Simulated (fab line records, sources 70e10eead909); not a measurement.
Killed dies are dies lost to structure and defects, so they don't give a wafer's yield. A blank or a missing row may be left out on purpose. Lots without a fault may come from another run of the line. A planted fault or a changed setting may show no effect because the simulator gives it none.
Which tool did it? | flow nand_harc | 14 lots, 42 wafers sampled, at 3 steps of a route of 1159

WHAT THE GAUGES READ, wafer by wafer
NHARC_P_BONDPAD_THK_MEAS_33: measures by ellipsometry.
lot  | measured     | on            | thk_nm (nm)
L436 | day 6 13:58  | film_metro-02 | 203.1 202.3 203.0
L438 | day 6 20:11  | film_metro-01 | 200.9 201.5 201.7
L437 | day 6 20:50  | film_metro-02 | 199.0 201.5 198.6
L439 | day 7 01:01  | film_metro-02 | 198.8 200.1 200.8
L441 | day 7 05:41  | film_metro-01 | 200.8 200.0 201.4
L440 | day 7 09:03  | film_metro-02 | 198.7 199.7 202.2
L445 | day 8 15:29  | film_metro-02 | 202.6 198.3 203.6
L449 | day 9 10:48  | film_metro-02 | 199.1 198.7 199.1
L450 | day 9 11:05  | film_metro-01 | 199.9 200.5 199.4
L447 | day 10 00:20 | film_metro-01 | 197.2 197.4 200.3
L456 | day 11 09:59 | film_metro-02 | 198.8 198.9 198.0
L459 | day 11 23:40 | film_metro-01 | 201.8 198.9 198.0
L457 | day 12 00:19 | film_metro-01 | 199.9 204.2 200.0
L458 | day 12 05:41 | film_metro-02 | 199.3 200.8 201.0

WHICH TOOL RAN EACH LOT (tool, then ch and the chambers of the sampled wafers, then the start)
lot  | NHARC_P_BONDPAD_DEP_00                    | NHARC_P_BONDPAD_CMP_32
L436 | pecvd-02 ch 1,2, day 6 13:24              | cmp-02 ch 0,1, day 6 13:43
L438 | pecvd-02 ch 0,1,2, day 6 19:59 or earlier | cmp-02 ch 0,2,3, day 6 19:59
L437 | pecvd-02 ch 0,1,2, day 6 20:09            | cmp-01 ch 1,2,3, day 6 20:35
L439 | pecvd-01 ch 0,1,2, day 7 00:21            | cmp-04 ch 0,1,3, day 7 00:47
L441 | pecvd-01 ch 1,2, day 7 05:04              | cmp-01 ch 0,3, day 7 05:25
L440 | pecvd-03 ch 1,2, day 7 08:47 or earlier   | cmp-04 ch 0,1,2, day 7 08:47
L445 | pecvd-03 ch 0,2, day 8 14:50              | cmp-04 ch 0,2,3, day 8 15:13
L449 | pecvd-01 ch 1,2, day 9 10:34 or earlier   | cmp-04 ch 0,1,2, day 9 10:34
L450 | pecvd-01 ch 0,2, day 9 10:28              | cmp-02 ch 0,2, day 9 10:50
L447 | pecvd-03 ch 0,1,2, day 9 23:39            | cmp-01 ch 0,1,3, day 10 00:05
L456 | pecvd-02 ch 0,1,2, day 11 09:20           | cmp-04 ch 0,1,3, day 11 09:44
L459 | pecvd-01 ch 1,2, day 11 23:25 or earlier  | cmp-01 ch 0,3, day 11 23:25
L457 | pecvd-02 ch 1,2, day 11 23:43             | cmp-04 ch 0,2,3, day 12 00:07
L458 | pecvd-02 ch 0,2, day 12 05:01             | cmp-02 ch 0,2, day 12 05:27
- NHARC_P_BONDPAD_DEP_00: deposits SiCN, target thk 250 nm.
- NHARC_P_BONDPAD_CMP_32: polishes SiCN, target thk 200 nm.

WHAT THE TOOLS THEMSELVES READ (means of the sampled wafers that have a number; where no wafer has one, the mark that the record gives instead)
NHARC_P_BONDPAD_DEP_00.
lot  | tool     | chamber_pressure_Torr (Torr) | heater_power_w (W) | susceptor_temp_C (C)
L436 | pecvd-02 | 2.996                        | 536                | 370.07
L438 | pecvd-02 | 3.000                        | 659                | 370.08
L437 | pecvd-02 | 2.996                        | 665                | 370.30
L439 | pecvd-01 | 2.998                        | 639                | 370.18
L441 | pecvd-01 | 3.003                        | 598                | 370.02
L440 | pecvd-03 | 2.998                        | 585                | 370.04
L445 | pecvd-03 | 2.992                        | 566                | 370.28
L449 | pecvd-01 | 2.997                        | 649                | 369.92
L450 | pecvd-01 | 2.997                        | 591                | 370.05
L447 | pecvd-03 | 3.004                        | 598                | 369.94
L456 | pecvd-02 | 3.008                        | 634                | 369.95
L459 | pecvd-01 | 3.000                        | 638                | 370.13
L457 | pecvd-02 | 3.004                        | 578                | 370.13
L458 | pecvd-02 | 2.997                        | 707                | 370.23

NHARC_P_BONDPAD_CMP_32.
lot  | tool   | edge_zone_pressure_frac | motor_current_A (A)
L436 | cmp-02 | 1.001                   | 13.0
L438 | cmp-02 | 0.995                   | 12.3
L437 | cmp-01 | 1.002                   | 11.2
L439 | cmp-04 | 1.000                   | 11.7
L441 | cmp-01 | 1.000                   | 11.9
L440 | cmp-04 | 0.998                   | 12.5
L445 | cmp-04 | 1.004                   | 12.3
L449 | cmp-04 | 0.998                   | 12.2
L450 | cmp-02 | 0.995                   | 13.3
L447 | cmp-01 | 0.997                   | 11.4
L456 | cmp-04 | 1.000                   | 11.7
L459 | cmp-01 | 0.999                   | 12.2
L457 | cmp-04 | 1.000                   | 12.6
L458 | cmp-02 | 0.996                   | 12.6

THE ANSWER, worked out from the rows above alone
Rule: what is usual is taken from the lots themselves. Put in order of their means at a reading, lots are off if they are a third of the lots or fewer, leave a main group of 4 or more, and stand apart from it by a gap of 3 or more times the standard deviation of the main group's means; of several such gaps the widest counts. A main group whose means are all the same, to the digits that the tables above print for the reading, isn't used. A lot without any number at a reading at which 4 lots or more have one is off too. The other lots that the step has rows for count as sound. The gauges are gone through in route order, then the tools' own readings, and for those a lot's mean is taken as printed above. The first step at which some lot is off is used, and at that step the reading that is off furthest; a lot without a number counts as furthest.
No lot is off at any reading shown: from this, nothing can be told.

WHAT THE SIMULATOR HAD PUT IN
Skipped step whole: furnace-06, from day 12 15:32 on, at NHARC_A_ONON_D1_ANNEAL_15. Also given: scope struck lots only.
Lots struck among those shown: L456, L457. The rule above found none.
